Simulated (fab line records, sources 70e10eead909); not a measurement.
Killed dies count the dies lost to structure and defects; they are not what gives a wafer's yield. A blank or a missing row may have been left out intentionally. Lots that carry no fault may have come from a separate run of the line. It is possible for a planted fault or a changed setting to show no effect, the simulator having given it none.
Matching of chambers :: flow nand_harc :: rie_si-06 running NHARC_A_CHANNEL_FILL_D1_ETCHBACK_19: 4 sister chambers
The step etches the open film in HBr/Cl2, target depth 5 nm, time 1.7 s. 4 wafers are shown with their chamber, then 12 later ones without.

WAFERS WITH THEIR CHAMBER
wafer: L080.2
chamber: 1
oes_product_au (a.u.): 0.987

wafer: L087.1
chamber: 2
oes_product_au (a.u.): 0.986

wafer: L087.2
chamber: 3
oes_product_au (a.u.): 1.003

wafer: L087.3
chamber: 0
oes_product_au (a.u.): 1.000

WAFERS MISSING THEIR CHAMBER
wafer: L090.1
oes_product_au (a.u.): 1.009

wafer: L090.3
oes_product_au (a.u.): 0.987

wafer: L090.5
oes_product_au (a.u.): 1.011

wafer: L092.1
oes_product_au (a.u.): 1.006

wafer: L092.3
oes_product_au (a.u.): 0.994

wafer: L092.4
oes_product_au (a.u.): 0.987

wafer: L093.1
oes_product_au (a.u.): 0.983

wafer: L093.3
oes_product_au (a.u.): 1.003

wafer: L093.4
oes_product_au (a.u.): 0.997

wafer: L095.3
oes_product_au (a.u.): 0.989

wafer: L095.5
oes_product_au (a.u.): 1.002

wafer: L095.6
oes_product_au (a.u.): 0.993

CHAMBER TAKEN BY EACH
wafer: L090.1
from the rows above: can't be placed: 3 or 0
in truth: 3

wafer: L090.3
from the rows above: can't be placed: 1 or 2
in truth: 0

wafer: L090.5
from the rows above: can't be placed: 3 or 0
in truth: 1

wafer: L092.1
from the rows above: can't be placed: 3 or 0
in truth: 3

wafer: L092.3
from the rows above: can't be placed: 0 or 1 or 2 or 3
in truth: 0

wafer: L092.4
from the rows above: can't be placed: 1 or 2
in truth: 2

wafer: L093.1
from the rows above: can't be placed: 2 or 1
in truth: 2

wafer: L093.3
from the rows above: can't be placed: 3 or 0
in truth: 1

wafer: L093.4
from the rows above: can't be placed: 0 or 3 or 1 or 2
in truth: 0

wafer: L095.3
from the rows above: can't be placed: 1 or 2
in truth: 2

wafer: L095.5
from the rows above: can't be placed: 3 or 0
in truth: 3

wafer: L095.6
from the rows above: can't be placed: 1 or 0 or 2 or 3
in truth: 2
Correctly placed: 0 of 12. Not placeable from these rows: 12 (in 9, the candidates include the true chamber). 0 placed wrongly.
How it was worked out, from the rows above alone: a wafer's distance from a chamber is the root of the sum, over the readings, of the square of ((its reading less the chamber's mean) divided by the reading's scatter). The wafer belongs to the nearest chamber; if the next one is less than 2 further off, it can't be placed. For every chamber, the mean is computed from those of its wafers that are shown. The scatter: root of mean squared gap, hidden wafer to nearest shown wafer, with one shown wafer a chamber.
